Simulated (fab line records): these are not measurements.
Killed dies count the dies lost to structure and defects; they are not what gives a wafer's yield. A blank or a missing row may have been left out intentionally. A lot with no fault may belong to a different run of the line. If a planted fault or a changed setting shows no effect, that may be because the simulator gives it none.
Which tool is to blame? ; flow n5Finfet ; 36 wafers from 12 lots sampled at 4 of the route's 1938 steps

## WHAT THE GAUGES SHOWED, per wafer
N5_GATE_CUT_THK_MEAS_24.
lot;measured;on;GC_FILL_THK (nm)
L075;day 5 01:51;filmMetro-02;221.7 223.0 221.3
L077;day 5 07:58;filmMetro-02;217.7 219.1 220.7
L079;day 5 20:14;filmMetro-01;219.0 219.1 219.4
L081;day 6 06:29;filmMetro-01;217.7 221.9 221.9
L083;day 6 21:43;filmMetro-02;216.0 218.5 218.9
L085;day 7 12:07;filmMetro-01;221.0 223.8 221.1
L087;day 7 18:04;filmMetro-01;219.2 222.2 223.7
L089;day 8 10:50;filmMetro-02;217.1 220.1 219.3
L091;day 8 23:20;filmMetro-01;217.4 219.8 221.3
L093;day 9 09:01;filmMetro-01;219.3 218.5 219.9
L095;day 9 21:15;filmMetro-01;218.4 220.3 220.5
L097;day 10 07:57;filmMetro-02;218.1 220.2 219.5

## WHAT TOOL EACH LOT RAN ON (gives the tool, then ch and the chambers of the sampled wafers, and finally the start)
lot;N5_GATE_CUT_STRIP_41;N5_GATE_CUT_CUT_ETCH_54;N5_GATE_CUT_VAPOR_ETCH_49
L075;rieDiel-02 ch 0,1, day 4 22:48;rieMetal-03 ch 0,1, day 4 23:02;rieMetal-03 ch 0,1, day 4 23:11
L077;rieDiel-05 ch 1,2, day 5 05:34;rieMetal-02 ch 0,1, day 5 05:47;rieMetal-02 ch 0,1, day 5 05:56
L079;rieDiel-05 ch 0,2,3, day 5 17:50;rieMetal-01 ch 0,1, day 5 18:04;rieMetal-01 ch 0,1, day 5 18:13
L081;rieDiel-05 ch 1,3, day 6 03:47;rieMetal-01 ch 0,1, day 6 04:01;rieMetal-01 ch 0,1, day 6 04:10
L083;rieDiel-02 ch 0,2,3, day 6 19:19;rieMetal-02 ch 0,1, day 6 19:32;rieMetal-02 ch 0,1, day 6 19:41
L085;rieDiel-01 ch 0,2,3, day 7 09:43;rieMetal-02 ch 0,1, day 7 09:58;rieMetal-02 ch 0,1, day 7 10:06
L087;rieDiel-05 ch 0,2,3, day 7 15:41;rieMetal-03 ch 1, day 7 15:54;rieMetal-03 ch 1, day 7 16:03
L089;rieDiel-02 ch 0,1,3, day 8 08:26;rieMetal-03 ch 0,1, day 8 08:40;rieMetal-03 ch 0,1, day 8 08:49
L091;rieDiel-02 ch 1,2,3, day 8 20:35;rieMetal-02 ch 0,1, day 8 20:49;rieMetal-02 ch 0,1, day 8 20:58
L093;rieDiel-01 ch 2,3, day 9 06:37;rieMetal-02 ch 0,1, day 9 06:51;rieMetal-02 ch 0,1, day 9 07:00
L095;rieDiel-05 ch 1,2,3, day 9 18:51;rieMetal-03 ch 0,1, day 9 19:05;rieMetal-03 ch 0,1, day 9 19:14
L097;rieDiel-05 ch 0,1,3, day 10 05:34;rieMetal-02 ch 0,1, day 10 05:47;rieMetal-02 ch 0,1, day 10 05:56
- N5_GATE_CUT_STRIP_41: strips in CF4.
- N5_GATE_CUT_CUT_ETCH_54: etches TiN in Cl2/BCl3, target depth 96.7 nm.
- N5_GATE_CUT_VAPOR_ETCH_49: etches TiAlC in BCl3/Cl2.

## THE ANSWER, worked out from the rows above alone
Rule: the usual values come from the lots themselves. The widest of any qualifying gaps counts: lots, ordered by their means at a reading, are off when they make up no more than a third of the lots, leave a main group of 4 or more, and stand apart from it by 3 or more times the standard deviation of that group's means. If all means in a main group match to the digits the tables above print for the reading, that group is not used. A lot without any number at a reading at which 4 lots or more have one is off too. The other lots that the step has rows for count as sound.
No lot is off at any reading shown: from this, nothing can be told.

## WHAT WAS PUT IN BY THE SIMULATOR
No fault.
